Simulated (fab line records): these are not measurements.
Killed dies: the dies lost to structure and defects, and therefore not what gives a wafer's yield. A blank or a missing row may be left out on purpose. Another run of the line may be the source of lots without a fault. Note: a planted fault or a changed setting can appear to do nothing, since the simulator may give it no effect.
Which tool is to blame? ; flow n5-finfet ; Sampling: 10 lots, 26 wafers, 6 of 1938 route steps

== WHAT THE GAUGES READ, wafer by wafer ==
N5_MOL_CONTACT_COAG_CD_MEAS_08: the cd target is 28 nm.
lot;measured;on;cd-nm (nm)
L748;day 5 04:23;cd-sem-02;28.09 27.86
L749;day 5 17:46;cd-sem-01;28.34 27.83 27.77
L750;day 5 19:53;cd-sem-03;28.20 27.95
L753;day 6 12:50;cd-sem-01;28.13 27.51 27.80
L756;day 7 07:17;cd-sem-03;27.91 28.11 28.07
L757;day 7 13:25;cd-sem-01;28.04 27.86 27.86
L759;day 8 04:21;cd-sem-01;28.08 28.08
L767;day 9 22:43;cd-sem-02;27.83 27.90 28.21
L768;day 10 09:10;cd-sem-01;28.16 28.15 27.75
L769;day 10 10:42;cd-sem-01;27.99 28.03

N5_BEOL_M4_RC_MEAS_101.
lot;measured;on;DIBL_N (mV/V);DIBL_P (mV/V);IOFF_N (nA/um);IOFF_P (nA/um);ION_N (uA/um);ION_P (uA/um);SS_N (mV/dec);SS_P (mV/dec);VT_N (mV);VT_P (mV)
L748;day 8 07:28;prober-01;36.3 35.4;36.5 36.5;0.166 0.161;0.22 0.21;681 682;471 468;72.3 72.3;73.6 72.4;250 246;-249 -252
L749;day 8 16:44;prober-02;38.1 34.3 36.9;37.9 32.5 36.6;0.190 0.127 0.170;0.24 0.17 0.22;682 680 688;470 463 466;71.2 70.5 71.9;73.5 72.5 73.9;248 251 250;-252 -256 -253
L750;day 9 01:26;prober-01;38.3 36.6;36.7 35.7;0.177 0.146;0.25 0.21;682 673;462 465;72.0 71.5;73.4 73.1;245 249;-245 -248
L753;day 9 18:32;prober-01;37.0 37.8 36.4;37.0 38.1 35.9;0.159 0.195 0.144;0.22 0.26 0.20;675 691 662;461 475 458;71.3 71.4 72.1;73.8 73.9 73.5;248 245 250;-247 -244 -249
L756;day 10 11:14;prober-02;32.8 35.2 35.2;32.7 34.5 36.2;0.098 0.137 0.135;0.14 0.15 0.18;642 668 683;443 450 463;70.1 71.6 70.9;72.1 71.6 72.6;258 250 252;-257 -257 -253
L757;day 10 14:10;prober-01;36.4 35.6 37.5;35.7 34.7 35.7;0.143 0.124 0.168;0.19 0.17 0.19;666 661 674;454 454 457;71.9 70.9 72.2;73.5 73.0 73.5;252 256 251;-253 -257 -255
L759;day 11 10:50;prober-02;36.5 37.8;35.3 36.9;0.171 0.193;0.25 0.27;693 691;481 480;72.3 72.7;73.4 74.0;246 246;-245 -246
L767;day 13 10:44;prober-01;36.7 34.6 36.0;35.2 33.2 34.7;0.144 0.118 0.136;0.20 0.18 0.20;683 669 680;471 463 471;71.3 70.9 71.5;73.2 72.8 72.8;250 254 252;-248 -251 -249
L768;day 13 15:16;prober-01;32.7 35.5 33.7;32.4 37.1 34.0;0.120 0.155 0.130;0.14 0.19 0.16;667 666 675;453 458 455;71.0 71.5 70.1;72.6 73.3 72.8;255 254 254;-255 -253 -254
L769;day 14 08:32;prober-01;36.5 41.0;35.5 40.2;0.142 0.249;0.22 0.32;667 689;466 478;71.1 72.7;72.7 74.6;250 242;-247 -245

== TOOL THAT RAN EACH LOT (tool first, then ch and the chambers of the sampled wafers, then the start) ==
lot;N5_GATE_CUT_VAPOR_ETCH_51;N5_GATE_CUT_CMP_23;N5_MOL_CONTACT_COAG_COAT_104;N5_MOL_CONTACT_COAG_ETCH_105
L748;rie-metal-02 ch 1, day 5 00:35;cmp-01 ch 0,2, day 5 03:10;litho-track-01 ch 0, day 5 04:07;rie-diel-01 ch 0, day 5 04:57
L749;rie-metal-01 ch 1, day 5 14:43;cmp-01 ch 0,3, day 5 16:28;litho-track-03 ch 0, day 5 17:30;rie-diel-02 ch 0,1, day 5 18:08
L750;rie-metal-03 ch 1, day 5 16:40;cmp-02 ch 1,3, day 5 18:32;litho-track-03 ch 0, day 5 19:29;rie-diel-05 ch 2,3, day 5 20:04
L753;rie-metal-01 ch 0,1, day 6 09:44;cmp-01 ch 1,2,3, day 6 11:29;litho-track-02 ch 0, day 6 12:34;rie-diel-05 ch 0,2,3, day 6 13:00
L756;rie-metal-03 ch 0,1, day 7 03:35;cmp-02 ch 0,1,2, day 7 05:25;litho-track-03 ch 0, day 7 06:53;rie-diel-01 ch 1,3, day 7 07:30
L757;rie-metal-02 ch 0,1, day 7 10:14;cmp-02 ch 0,1,2, day 7 12:04;litho-track-01 ch 0, day 7 13:02;rie-diel-05 ch 1,2,3, day 7 13:38
L759;rie-metal-03 ch 0, day 8 01:17;cmp-02 ch 2,3, day 8 03:04;litho-track-02 ch 0, day 8 04:03;rie-diel-01 ch 3, day 8 04:32
L767;rie-metal-02 ch 0, day 9 19:34;cmp-02 ch 1,3, day 9 21:16;litho-track-03 ch 0, day 9 22:20;rie-diel-01 ch 0,1,2, day 9 22:53
L768;rie-metal-03 ch 0,1, day 10 06:08;cmp-01 ch 1,2,3, day 10 07:52;litho-track-03 ch 0, day 10 08:53;rie-diel-01 ch 2,3, day 10 09:20
L769;rie-metal-01 ch 0, day 10 07:32;cmp-02 ch 2, day 10 09:14;litho-track-02 ch 0, day 10 10:19;rie-diel-05 ch 1,2, day 10 11:08
- N5_GATE_CUT_VAPOR_ETCH_51: etches HfO2 in BCl3/Cl2.
- N5_GATE_CUT_CMP_23: polishes, stops on SiO2, t overpolish 23.4 s, target thk 16 nm.
- N5_MOL_CONTACT_COAG_COAT_104: time 60 s, resist thk 12 nm.
- N5_MOL_CONTACT_COAG_ETCH_105: etches SiARC in CF4, target depth 15.6 nm, time 26 s.

== AS READ BY THE TOOLS THEMSELVES (means over the sampled wafers that have a number; for cases with no such wafer, the mark the record gives instead) ==
N5_GATE_CUT_VAPOR_ETCH_51.
lot;tool;drypump-motor-current-A (A);oes-product-au (a.u.)
L748;rie-metal-02;5.0;0.94
L749;rie-metal-01;5.8;0.86
L750;rie-metal-03;5.7;0.78
L753;rie-metal-01;6.1;0.88
L756;rie-metal-03;5.6;0.68
L757;rie-metal-02;5.7;0.96
L759;rie-metal-03;5.6;0.62
L767;rie-metal-02;6.0;0.93
L768;rie-metal-03;5.6;0.66
L769;rie-metal-01;6.7;0.87

N5_GATE_CUT_CMP_23.
lot;tool;motor-current-A (A);overpolish-run-s (s);slurry-filter-dp-kPa (kPa);time-to-endpoint-s (s)
L748;cmp-01;8.1;23.401;13.63;16.4
L749;cmp-01;8.7;23.392;13.65;17.0
L750;cmp-02;8.9;23.392;13.43;19.4
L753;cmp-01;8.9;23.390;13.53;18.2
L756;cmp-02;9.2;23.402;13.45;22.7
L757;cmp-02;9.4;23.411;13.50;22.5
L759;cmp-02;8.6;23.389;13.78;19.9
L767;cmp-02;8.5;23.404;13.56;17.3
L768;cmp-01;8.9;23.398;13.37;23.1
L769;cmp-02;9.2;23.405;13.54;23.4

N5_MOL_CONTACT_COAG_COAT_104.
lot;tool;dispense-pressure-kPa (kPa);spin-speed-rpm (rpm)
L748;litho-track-01;53;1500.1
L749;litho-track-03;50;1499.9
L750;litho-track-03;50;1501.8
L753;litho-track-02;43;1499.4
L756;litho-track-03;50;1499.5
L757;litho-track-01;53;1499.9
L759;litho-track-02;43;1499.7
L767;litho-track-03;50;1290.3
L768;litho-track-03;50;1290.5
L769;litho-track-02;43;1498.5

N5_MOL_CONTACT_COAG_ETCH_105.
lot;tool;drypump-motor-current-A (A);etch-rf-on-time-s (s);oes-product-au (a.u.);rf-vpp-V (V);showerhead-plenum-p-Torr (Torr);throttle-valve-pct (%)
L748;rie-diel-01;5.1;25.7;0.68;184.4;2.16;15.54
L749;rie-diel-02;6.2;25.7;0.67;184.4;2.15;15.80
L750;rie-diel-05;5.8;26.1;0.72;183.2;2.17;15.57
L753;rie-diel-05;5.9;25.8;0.71;184.5;2.17;15.64
L756;rie-diel-01;5.8;25.5;0.71;184.9;2.19;15.53
L757;rie-diel-05;5.8;26.1;0.69;185.2;2.16;15.64
L759;rie-diel-01;6.1;26.0;0.74;185.0;2.18;15.32
L767;rie-diel-01;5.2;27.9;0.63;184.6;2.13;15.85
L768;rie-diel-01;5.5;27.9;0.67;183.5;2.09;15.74
L769;rie-diel-05;5.5;26.1;0.67;183.4;2.15;15.68

== THE ANSWER, worked out from the rows above alone ==
Rule: usual is defined by the lots themselves. Put in order of their means at a reading, lots are off if they are a third of the lots or fewer, leave a main group of 4 or more, and stand apart from it by a gap of 3 or more times the standard deviation of the main group's means; of several such gaps the widest counts. A main group whose means are all the same, to the digits that the tables above print for the reading, isn't used. A lot without any number at a reading at which 4 lots or more have one is off too. All remaining lots with rows at the step are treated as sound. First the gauges in route order, then the tools' own readings, where a lot's mean is used as printed above. At the first step where some lot is off, the reading lying furthest off is the one used; lots without a number count as furthest.
Off: L767, L768, at N5_MOL_CONTACT_COAG_COAT_104 (spin-speed-rpm). Main group: mean 1499.8 rpm, sd 0.87.
If a tool, at that step or one of the process steps before it, ran each lot that is off and ran no sound lot following the first of them, it fits. One fits: N5_MOL_CONTACT_COAG_COAT_104 on litho-track-03. A fault onset in the window from L756 (day 7 06:53, its last sound lot) to L767 (day 9 22:20, its first lot off) fits.
On the lots that are off, the tool's own readings at N5_MOL_CONTACT_COAG_COAT_104 differ by more than 5 times the standard deviation of the sound lots' means, which bears it out; spin-speed-rpm reads 1290.4 rpm there versus 1499.8 rpm on the sound lots.

== WHAT THE SIMULATOR PUT IN ==
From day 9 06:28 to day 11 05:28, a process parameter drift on litho-track-03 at N5_MOL_CONTACT_COAG_COAT_104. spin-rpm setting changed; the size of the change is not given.
Shown lots that were struck: L767, L768. The rule above found the same.
